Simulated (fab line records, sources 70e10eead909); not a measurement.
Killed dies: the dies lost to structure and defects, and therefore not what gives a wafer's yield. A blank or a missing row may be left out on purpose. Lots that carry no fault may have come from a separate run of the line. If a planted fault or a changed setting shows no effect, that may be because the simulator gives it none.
fab line records	flow nandHarc	part 1 of 2: steps 1 to 25 of 36
record lots=5	wafers=15	lastDay=24
route steps=1159 shown A_WL_FILL@817 A_CONTACT@840
lots untouched by any fault: they come from a run of this same line in which no faults occurred
startH: the number of hours between the record's first day and the start of the first shown wafer of the lot	waitH: time in hours since the lot's previous step	" unchanged from the row above	L1.1+2: one row covering several wafers at once	- either no value or no given start	* or withheld: withheld	< > ~ a bound
route shown NAME@n: names a module that has steps shown in the file, with the first one's number in the route	usual: mean/standard deviation taken from wafers without a fault	same: alike in all rows	chamber/n: place in a boat	sites: each site's reading	_std_site: how widely they spread, as a standard deviation	_edge_site: inner sites' mean taken away from outer sites' mean	radiusMm: how far each site lies from the wafer's centre	mask NAME#n: copy n	behind: the tool/chamber that last shaped the wafer	hold: the reason the lot was held/the length of the hold in hours/how it ended	device: the n, p or np transistor that did not switch	end of line: the route-end tests of the same wafers	step lacking rows: just its recipe	killed: not the wafer's yield, but the dies lost to structure and defects at the first sort	map: the dies of a wafer, with x for killed, . for not killed, _ for no die there
set.NAME: setting as actually run; set.NAME@STEP: the setting as run at that earlier step	model.NAME: the simulator's own value behind a step, which no gauge read
lots at selected steps of the route; one table per step, one row per wafer
services: the hour from which a tool's chamber was out of use, counted from the record's first day as startH (under 0 if before that day), plus the number of hours and why
## steps
# step NHARC_A_WL_FILL_STRIP_28
# recipe timeS=1200	tempC=72.5	chemistry=postEtchResidueRemover
# usual bathGuardTempC=72.6/0.51
lot.wafer	tool	chamber	startH	waitH	bathGuardTempC
L077.5	wetBench-06	0	342.10	0.1	71.6
L077.1	"	2	"	"	72.5
L077.6	"	4	"	"	72.6
L084.6	wetBench-02	4	393.65	0.1	72.6
L084.3	"	7	"	"	72.3
L084.2	"	1	"	"	72.9
L082.2	wetBench-02	6	399.31	0.1	71.5
L082.5	"	7	"	"	72.4
L082.4	"	0	"	"	73.5
L092.2	wetBench-01	2	460.10	0.1	72.6
L092.3	"	4	"	"	71.8
L092.1	"	6	"	"	72.7
L094.6	wetBench-02	6	463.51	0.1	71.9
L094.4	"	0	"	"	73.6
L094.5	"	2	"	"	72.5
# step NHARC_A_WL_FILL_PRECLEAN_06
# recipe timeS=300	chemistry=DIW
lot.wafer	tool	chamber	startH	waitH
L077.5+1+6	wetBench-06	0,2,4	-	-
L084.6+3+2	wetBench-02	4,7,1	-	-
L082.2+5+4	wetBench-02	6,7,0	-	-
L092.2+3+1	wetBench-01	2,4,6	-	-
L094.6+4+5	wetBench-02	6,0,2	-	-
# step NHARC_A_WL_FILL_SRD_07
lot.wafer	tool	chamber	startH	waitH
L077.5+1+6	wetBench-06	0,2,4	-	-
L084.6+3+2	wetBench-02	4,7,1	-	-
L082.2+5+4	wetBench-02	6,7,0	-	-
L092.2+3+1	wetBench-01	2,4,6	-	-
L094.6+4+5	wetBench-02	6,0,2	-	-
# step NHARC_A_WL_FILL_ANNEAL_08
# recipe tempC=450	timeS=1800
# usual spikeTcTopC=476.6/1.4	zonePowerLowerPct=4.5/0.61
lot.wafer	tool	chamber	startH	waitH	spikeTcTopC	zonePowerLowerPct
L077.1	furnace-01	0	344.46	-	476.9	5.4
L077.5	"	0	"	"	476.3	5.3
L077.6	"	0	"	"	476.0	5.4
L084.2	furnace-02	0	397.22	-	476.7	4.0
L084.3	"	0	"	"	476.6	3.9
L084.6	"	0	"	"	477.8	4.0
L082.2	furnace-04	0	400.60	-	475.9	4.8
L082.4	"	0	"	"	476.3	4.8
L082.5	"	0	"	"	476.6	4.8
L092.1	furnace-02	0	463.66	-	477.3	4.0
L092.2	"	0	"	"	475.9	4.0
L092.3	"	0	"	"	476.3	4.1
L094.4	furnace-02	0	467.07	-	476.8	4.0
L094.5	"	0	"	"	476.6	4.1
L094.6	"	0	"	"	478.3	4.1
# step NHARC_A_WL_FILL_ALD_10
# recipe targetThkA=500	pulseTimeS=10	aldCycles=500	tempC=300	material=SiO2
# usual heaterPowerW=470/41	precursorPulseHeightRel=1.001/0.019
lot.wafer	tool	chamber	startH	waitH	heaterPowerW	precursorPulseHeightRel	sinceWetCleanH
L077.1	aldHk-02	0	346.46	0.6	468	0.986	57
L077.6	"	3	347.98	2.1	499	1.002	-
L077.5	"	0	"	"	468	0.956	-
L084.2	aldHk-01	0	398.71	0.1	487	1.007	161
L084.3	"	1	"	"	417	1.027	162
L084.6	"	0	400.77	2.1	493	0.997	-
L082.2	aldHk-02	0	403.76	1.7	479	1.043	114
L082.4	"	1	"	"	458	0.995	115
L082.5	"	1	406.35	4.3	466	0.990	-
L092.2	aldHk-01	1	465.16	0.1	439	0.951	50
L092.1	"	2	"	"	396	1.002	50
L092.3	"	3	"	"	498	0.986	51
L094.4	aldHk-04	0	470.12	1.6	451	1.003	96
L094.6	"	1	"	"	551	1.067	-
L094.5	"	2	"	"	523	0.984	-
# step NHARC_A_WL_FILL_ETCHBACK_16
# recipe targetDepthA=880	timeS=17.6	c4f8FlowSccm=withheld	o2FlowSccm=8	arFlowSccm=withheld	rfW=600	biasW=800	chemistry=C4F8/O2/Ar
# usual oesProductAu=0.989/0.029	rfVppV=724/4.7
lot.wafer	tool	chamber	startH	waitH	oesProductAu	rfHoursCounterH	rfVppV
L077.1	rieDiel-12	2	-	-	0.943	2.9	722
L077.6	"	1	"	"	0.930	-	721
L077.5	"	2	"	"	0.944	-	720
L084.3	rieDiel-02	3	-	-	1.005	4.2	728
L084.2	"	1	"	"	0.998	4.6	718
L084.6	"	2	"	"	1.009	-	723
L082.2	rieDiel-10	2	-	-	0.990	1.5	720
L082.4	"	0	"	"	0.995	1.4	717
L082.5	"	2	"	"	0.993	-	721
L092.2	rieDiel-10	3	-	-	1.018	4.3	727
L092.1	"	1	"	"	1.000	4.0	730
L092.3	"	2	"	"	1.012	4.3	720
L094.4	rieDiel-10	2	-	-	0.997	4.3	718
L094.6	"	3	"	"	1.016	-	728
L094.5	"	0	"	"	0.987	-	718
# step NHARC_A_WL_FILL_STRIP_29
# recipe timeS=20	o2FlowSccm=500	arFlowSccm=0	biasW=0	chemistry=O2
# usual drypumpMotorCurrentA=5.7/0.44	oesProductAu=1.003/0.011	rfVppV=57.9/0.87	showerheadPlenumPTorr=3.56/0.15	throttleValvePct=17.037/0.0081
lot.wafer	tool	chamber	startH	waitH	drypumpMotorCurrentA	oesProductAu	rfHoursCounterH	rfVppV	showerheadPlenumPTorr	throttleValvePct
L077.1	rieDiel-12	2	350.63	0.1	6.5	1.022	2.9	58.2	3.46	17.031
L077.5	"	1	"	"	5.2	0.996	-	56.5	3.44	17.039
L077.6	"	2	"	"	6.5	1.023	-	58.2	3.46	17.044
L084.3	rieDiel-02	3	403.45	0.1	5.8	1.015	4.2	57.0	3.74	17.051
L084.2	"	1	"	"	5.6	0.987	4.6	56.1	3.30	17.047
L084.6	"	2	"	"	6.3	1.013	-	58.7	3.52	17.037
L082.2	rieDiel-10	1	408.52	0.1	6.2	1.011	1.4	58.2	3.73	17.025
L082.4	"	2	"	"	5.6	1.006	1.5	57.5	3.44	17.048
L082.5	"	3	"	"	5.6	1.006	-	58.1	3.69	17.027
L092.3	rieDiel-10	2	469.95	0.1	5.7	1.002	4.3	57.2	3.44	17.041
L092.1	"	3	"	"	5.6	1.020	4.3	58.4	3.69	17.041
L092.2	"	0	"	"	6.0	0.988	4.1	57.2	3.32	17.030
L094.4	rieDiel-10	2	473.35	0.1	5.6	1.000	4.3	56.6	3.44	17.031
L094.6	"	1	"	"	6.1	0.993	-	58.0	3.73	17.046
L094.5	"	2	"	"	5.7	1.009	-	58.2	3.44	17.017
# step NHARC_A_WL_FILL_ETCHBACK_17
# recipe targetDepthA=40	timeS=26.7	chemistry=Cl2/BCl3
# usual drypumpMotorCurrentA=5.9/0.53	oesProductAu=0.999/0.014
lot.wafer	tool	chamber	startH	waitH	drypumpMotorCurrentA	oesProductAu	rfHoursCounterH
L077.1	rieMetal-01	0	350.74	-	5.7	1.004	0.7
L077.6	"	1	"	"	5.4	0.991	-
L077.5	"	0	"	"	5.7	0.994	-
L084.2	rieMetal-01	1	403.55	-	5.4	0.999	1.7
L084.3	"	1	"	"	5.4	0.991	-
L084.6	"	1	"	"	5.4	0.989	-
L082.2	rieMetal-02	0	408.60	-	6.6	0.986	0.4
L082.4	"	0	"	"	6.6	0.983	-
L082.5	"	0	"	"	6.6	0.980	-
L092.1	rieMetal-01	1	470.04	-	5.4	1.015	3.6
L092.2	"	0	"	"	5.6	0.984	3.6
L092.3	"	1	"	"	5.4	1.006	-
L094.4	rieMetal-03	1	473.49	-	6.8	0.993	-
L094.6	"	0	"	"	5.4	0.995	-
L094.5	"	1	"	"	6.8	0.995	-
# step NHARC_A_WL_FILL_PRECLEAN_18
# recipe timeS=30	chemistry=dHF
lot.wafer	tool	chamber	startH	waitH
L077.5+1+6	wetBench-06	4,5,7	350.90	0.1
L084.3+2+6	wetBench-02	4,6,7	403.72	0.1
L082.4+2+5	wetBench-01	3,6,7	408.80	0.1
L092.1+2+3	wetBench-02	6,0,2	470.28	0.2
L094.6+5+4	wetBench-02	5,7,0	473.62	0.1
# step NHARC_A_WL_FILL_SRD_21
lot.wafer	tool	chamber	startH	waitH
L077.5+1+6	wetBench-06	4,5,7	350.93	0.0
L084.3+2+6	wetBench-02	4,6,7	403.75	0.0
L082.4+2+5	wetBench-01	3,6,7	408.85	0.0
L092.1+2+3	wetBench-02	6,0,2	470.30	0.0
L094.6+5+4	wetBench-02	5,7,0	473.64	0.0
# step NHARC_A_WL_FILL_CVD_23
# recipe targetThkA=400	tempC=620	pressureMtorr=200	timeS=800	material=poly-Si
# usual spikeTcTopC=638.5/1.2	zonePowerLowerPct=8.1/0.37
lot.wafer	tool	chamber	startH	waitH	spikeTcTopC	zonePowerLowerPct
L077.1	lpcvdPoly-04	0	353.24	2.3	636.5	8.7
L077.5	"	0	"	"	637.0	8.5
L077.6	"	0	"	"	635.9	8.6
L084.2	lpcvdPoly-01	0	406.35	2.6	637.8	7.9
L084.3	"	0	"	"	639.8	8.0
L084.6	"	0	"	"	637.5	7.9
L082.2	lpcvdPoly-01	0	409.08	0.2	638.5	7.9
L082.4	"	0	"	"	637.7	8.0
L082.5	"	0	"	"	639.5	8.0
L092.1	lpcvdPoly-03	0	472.73	2.4	640.5	7.6
L092.2	"	0	"	"	637.6	7.5
L092.3	"	0	"	"	640.9	7.7
L094.4	lpcvdPoly-04	0	475.84	2.2	636.8	8.6
L094.5	"	0	"	"	637.2	8.7
L094.6	"	0	"	"	636.8	8.5
# step NHARC_A_WL_FILL_ETCHBACK_26
# recipe targetDepthA=520	timeS=13.3	hbrFlowSccm=150	rfW=350	icpW=350	biasW=60	chemistry=HBr
# usual drypumpMotorCurrentA=5.8/0.39	oesProductAu=1.002/0.0094	throttleValvePct=23.266/0.0097
lot.wafer	tool	chamber	startH	waitH	drypumpMotorCurrentA	oesProductAu	rfHoursCounterH	throttleValvePct
L077.1	rieSi-06	1	355.87	0.4	5.6	1.003	1.1	23.266
L077.5	"	1	"	"	5.6	0.992	-	23.261
L077.6	"	2	"	"	5.6	1.003	-	23.267
L084.3	rieSi-03	3	408.93	0.4	6.0	1.004	0.4	23.262
L084.2	"	1	"	"	5.7	1.006	0.4	23.246
L084.6	"	1	"	"	5.7	0.991	-	23.244
L082.2	rieSi-06	0	411.67	0.4	6.5	1.003	0.4	23.261
L082.4	"	1	"	"	5.6	1.007	0.2	23.265
L082.5	"	1	"	"	5.6	0.997	-	23.268
L092.1	rieSi-04	0	475.34	0.4	5.8	1.008	0.0	23.278
L092.3	"	1	"	"	6.0	1.012	0.1	23.250
L092.2	"	3	"	"	5.5	1.016	0.0	23.263
L094.4	rieSi-03	2	478.40	0.4	5.4	1.012	0.9	23.263
L094.5	"	1	"	"	5.7	1.017	-	23.282
L094.6	"	2	"	"	5.4	1.000	-	23.281
# step NHARC_A_WL_FILL_PRECLEAN_30
# recipe timeS=10	chemistry=dHF
lot.wafer	tool	chamber	startH	waitH
L077.6+5+1	wetBench-06	2,4,7	356.01	0.1
L084.6+2+3	wetBench-02	1,2,3	409.09	0.1
L082.5+2+4	wetBench-02	7,0,1	411.83	0.1
L092.2+1+3	wetBench-02	5,6,7	475.48	0.1
L094.5+4+6	wetBench-06	2,4,5	478.53	0.1
# step NHARC_A_WL_FILL_SRD_14
lot.wafer	tool	chamber	startH	waitH
L077.6+5+1	wetBench-06	2,4,7	356.03	0.0
L084.6+2+3	wetBench-02	1,2,3	409.11	0.0
L082.5+2+4	wetBench-02	7,0,1	411.84	0.0
L092.2+1+3	wetBench-02	5,6,7	475.51	0.0
L094.5+4+6	wetBench-06	2,4,5	478.56	0.0
# step NHARC_A_WL_FILL_ALD_19
# recipe targetThkA=20	pulseTimeS=3	aldCycles=100	tempC=450	material=TiN
# usual heaterPowerW=1108/130	precursorPulseHeightRel=0.999/0.019
lot.wafer	tool	chamber	startH	waitH	heaterPowerW	precursorPulseHeightRel	sinceWetCleanH
L077.1	aldMetal-03	1	356.17	0.1	1175	0.987	24
L077.6	"	3	"	"	1227	0.963	-
L077.5	"	0	"	"	837	0.994	-
L084.2	aldMetal-01	3	409.23	0.1	1261	0.995	119
L084.3	"	1	"	"	1238	1.013	119
L084.6	"	2	"	"	1174	1.011	-
L082.4	aldMetal-01	2	412.00	0.2	1191	0.986	122
L082.2	"	3	"	"	1276	1.012	122
L082.5	"	0	"	"	1117	0.994	-
L092.1	aldMetal-03	0	475.63	0.1	845	0.974	144
L092.2	"	1	"	"	1178	1.031	144
L092.3	"	2	"	"	1052	1.007	144
L094.4	aldMetal-04	2	478.70	0.1	1050	0.981	63
L094.5	"	0	"	"	938	1.016	-
L094.6	"	1	"	"	1197	1.010	-
# step NHARC_A_WL_FILL_CVD_20
# recipe targetThkA=750	tempC=300	pressureTorr=40	wf6FlowSccm=40	h2FlowSccm=1600	arFlowSccm=1560	timeS=5064	material=W
# usual heaterPowerW=500/71	throttleValvePct=7.67/0.24
lot.wafer	tool	chamber	startH	waitH	heaterPowerW	sinceWetCleanH	throttleValvePct
L077.1	cvdW-02	0	-	-	461	147	7.52
L077.6	"	0	"	"	458	-	8.04
L077.5	"	1	"	"	612	-	7.78
L084.2	cvdW-01	1	-	-	419	101	8.11
L084.3	"	0	"	"	526	-	7.35
L084.6	"	0	"	"	497	-	7.70
L082.2	cvdW-02	0	-	-	463	22	7.64
L082.4	"	1	"	"	597	-	7.53
L082.5	"	1	"	"	589	-	7.42
L092.2	cvdW-02	0	-	-	460	83	7.74
L092.1	"	1	"	"	608	84	7.74
L092.3	"	1	"	"	611	-	7.53
L094.4	cvdW-02	1	-	-	610	-	7.74
L094.5	"	1	"	"	604	-	7.63
L094.6	"	0	"	"	458	-	7.45
# step NHARC_A_WL_FILL_CMP_12
# recipe tOverpolishS=30	targetThkNm=75
# usual motorCurrentA=11.9/1.2	overpolishRunS=30.000/0.0089	padLifeWafers=295/160	slurryFilterDpKPa=13.52/0.13	timeToEndpointS=14/3.1
lot.wafer	tool	chamber	startH	waitH	motorCurrentA	overpolishRunS	padLifeWafers	slurryFilterDpKPa	timeToEndpointS
L077.1	cmp-04	1	361.50	4.4	13.3	29.983	357	13.35	20
L077.6	"	2	"	"	9.6	30.002	-	13.41	10
L077.5	"	3	"	"	13.1	30.007	-	13.64	10
L084.2	cmp-01	2	414.46	4.3	10.8	30.015	205	13.21	15
L084.3	"	0	"	"	12.3	29.996	207	13.34	15
L084.6	"	2	"	"	11.9	29.994	-	13.55	15
L082.2	cmp-01	0	419.84	4.3	12.1	30.000	229	13.58	14
L082.4	"	2	"	"	11.6	29.987	231	13.65	17
L082.5	"	0	"	"	11.5	30.014	-	13.36	16
L092.1	cmp-04	2	480.95	3.7	8.9	29.996	624	13.59	12
L092.3	"	3	"	"	13.1	29.986	625	13.38	9
L092.2	"	0	"	"	12.0	29.991	626	13.62	15
L094.4	cmp-01	2	485.93	-	10.8	29.998	110	13.62	18
L094.6	"	0	"	"	10.8	30.021	-	13.34	16
L094.5	"	1	"	"	11.5	29.991	-	13.58	17
# step NHARC_A_WL_FILL_SRD_31
lot.wafer	tool	chamber	startH	waitH
L077.1+5+6	wetBench-01	4,6,0	361.75	0.0
L084.3+2+6	wetBench-01	7,0,4	414.76	0.0
L082.2+5+4	wetBench-02	7,0,3	420.14	0.0
L092.2+3+1	wetBench-01	1,2,4	481.27	0.0
L094.5+4+6	wetBench-02	3,4,7	486.20	0.0
# step NHARC_A_WL_FILL_INSPECT_15
# usual rawDefectCount=371/120
lot.wafer	tool	chamber	startH	waitH	rawDefectCount
L077.1	defectInspect-01	-	361.89	0.0	324
L077.5	"	-	"	"	360
L077.6	"	-	"	"	404
L084.2	defectInspect-01	-	414.93	0.0	592
L084.3	"	-	"	"	339
L084.6	"	-	"	"	349
L082.2	defectInspect-01	-	420.31	0.0	429
L082.4	"	-	"	"	207
L082.5	"	-	"	"	347
L092.1	defectInspect-02	-	481.43	0.0	396
L092.2	"	-	"	"	372
L092.3	"	-	"	"	410
L094.4	defectInspect-02	-	486.34	0.0	317
L094.5	"	-	"	"	281
L094.6	"	-	"	"	296
# step NHARC_A_CONTACT_DEP_24
# recipe targetThkA=5000	tempC=400	pressureTorr=6.5	rfW=900	teosFlowSccm=161.4	flowSccm=2650	targetThkNm=500	gas=O2	material=SiO2
# usual heaterPowerW=575/68	throttleValvePct=15.9/0.39
lot.wafer	tool	chamber	startH	waitH	heaterPowerW	sinceWetCleanH	throttleValvePct
L077.1	pecvd-04	0	361.96	0.1	581	154	15.7
L077.6	"	0	"	"	594	-	15.6
L077.5	"	1	"	"	576	-	15.6
L084.3	pecvd-03	2	415.00	0.1	518	109	16.3
L084.2	"	0	"	"	597	110	16.6
L084.6	"	2	"	"	401	-	16.5
L082.2	pecvd-03	1	420.62	0.3	575	115	15.8
L082.4	"	2	"	"	518	-	16.3
L082.5	"	0	"	"	610	-	16.4
L092.3	pecvd-04	2	481.72	0.3	661	92	16.2
L092.2	"	0	"	"	630	92	15.5
L092.1	"	1	"	"	480	92	15.7
L094.4	pecvd-01	2	486.79	0.4	627	-	15.1
L094.6	"	0	"	"	584	-	15.7
L094.5	"	2	"	"	653	-	15.4
# step NHARC_A_CONTACT_DEP_28
# recipe targetThkA=36000	tempC=400	material=aC
# usual throttleValvePct=35.000/0.0086
lot.wafer	tool	chamber	startH	waitH	throttleValvePct
L077.1	aclDep-03	0	365.37	2.8	34.984
L077.5	"	0	366.84	4.3	35.005
L077.6	"	0	"	"	35.002
L084.2	aclDep-02	0	417.58	2.0	34.985
L084.3	"	0	"	"	35.001
L084.6	"	0	419.05	3.5	35.002
L082.2	aclDep-01	0	421.59	0.4	35.009
L082.4	"	0	"	"	35.025
L082.5	"	0	"	"	34.996
L092.1	aclDep-02	0	484.59	2.3	34.998
L092.2	"	0	"	"	35.019
L092.3	"	0	"	"	34.991
L094.4	aclDep-02	0	488.39	1.1	35.004
L094.5	"	0	"	"	35.001
L094.6	"	0	"	"	35.005
# step NHARC_A_CONTACT_DEP_29
# recipe targetThkA=700	targetThkNm=70	tempC=400	pressureTorr=3.5	flowSccm=200	rfW=350	material=SiON
# usual heaterPowerW=767/69
lot.wafer	tool	chamber	startH	waitH	heaterPowerW	sinceWetCleanH
L077.1	pecvd-04	2	367.65	1.9	766	159
L077.6	"	1	"	"	681	-
L077.5	"	2	"	"	786	-
L084.3	pecvd-04	1	419.44	1.1	794	30
L084.2	"	0	"	"	735	30
L084.6	"	1	"	"	817	-
L082.2	pecvd-04	2	423.54	1.6	851	34
L082.4	"	0	"	"	787	-
L082.5	"	1	"	"	740	-
L092.2	pecvd-04	1	486.96	1.6	742	97
L092.1	"	2	"	"	859	97
L092.3	"	0	"	"	679	97
L094.4	pecvd-03	2	489.58	0.8	687	-
L094.6	"	0	"	"	755	-
L094.5	"	1	"	"	790	-
# step NHARC_A_CONTACT_DEHYDRATE_32
# recipe tempC=150	timeS=120
# usual heaterPowerTotalW=182.5/1.2
lot.wafer	tool	chamber	startH	waitH	heaterPowerTotalW
L077.1	lithoTrack-01	0	367.87	0.2	183.0
L077.5	"	0	"	"	181.1
L077.6	"	0	"	"	183.1
L084.2	lithoTrack-06	0	419.71	0.2	181.4
L084.3	"	0	"	"	184.9
L084.6	"	0	"	"	182.4
L082.2	lithoTrack-06	0	423.76	0.2	180.9
L082.4	"	0	"	"	182.5
L082.5	"	0	"	"	184.9
L092.1	lithoTrack-01	0	487.23	0.2	183.3
L092.2	"	0	"	"	183.8
L092.3	"	0	"	"	182.7
L094.4	lithoTrack-06	0	489.76	0.2	182.4
L094.5	"	0	"	"	182.4
L094.6	"	0	"	"	184.5
# step NHARC_A_CONTACT_HMDS_33
# recipe timeS=30
lot.wafer	tool	chamber	startH	waitH
L077.1+5+6	lithoTrack-01	0	-	-
L084.2+3+6	lithoTrack-06	0	-	-
L082.2+4+5	lithoTrack-06	0	-	-
L092.1+2+3	lithoTrack-01	0	-	-
L094.4+5+6	lithoTrack-06	0	-	-
# step NHARC_A_CONTACT_COAT_34
# recipe tempC=260	timeS=75
# usual heaterPowerTotalW=486.8/1.6
lot.wafer	tool	chamber	startH	waitH	heaterPowerTotalW
L077.1	lithoTrack-01	0	-	-	489.4
L077.5	"	0	"	"	486.7
L077.6	"	0	"	"	487.2
L084.2	lithoTrack-06	0	-	-	485.2
L084.3	"	0	"	"	486.4
L084.6	"	0	"	"	485.0
L082.2	lithoTrack-06	0	-	-	486.7
L082.4	"	0	"	"	484.7
L082.5	"	0	"	"	488.9
L092.1	lithoTrack-01	0	-	-	489.6
L092.2	"	0	"	"	484.8
L092.3	"	0	"	"	488.7
L094.4	lithoTrack-06	0	-	-	486.0
L094.5	"	0	"	"	488.9
L094.6	"	0	"	"	489.0
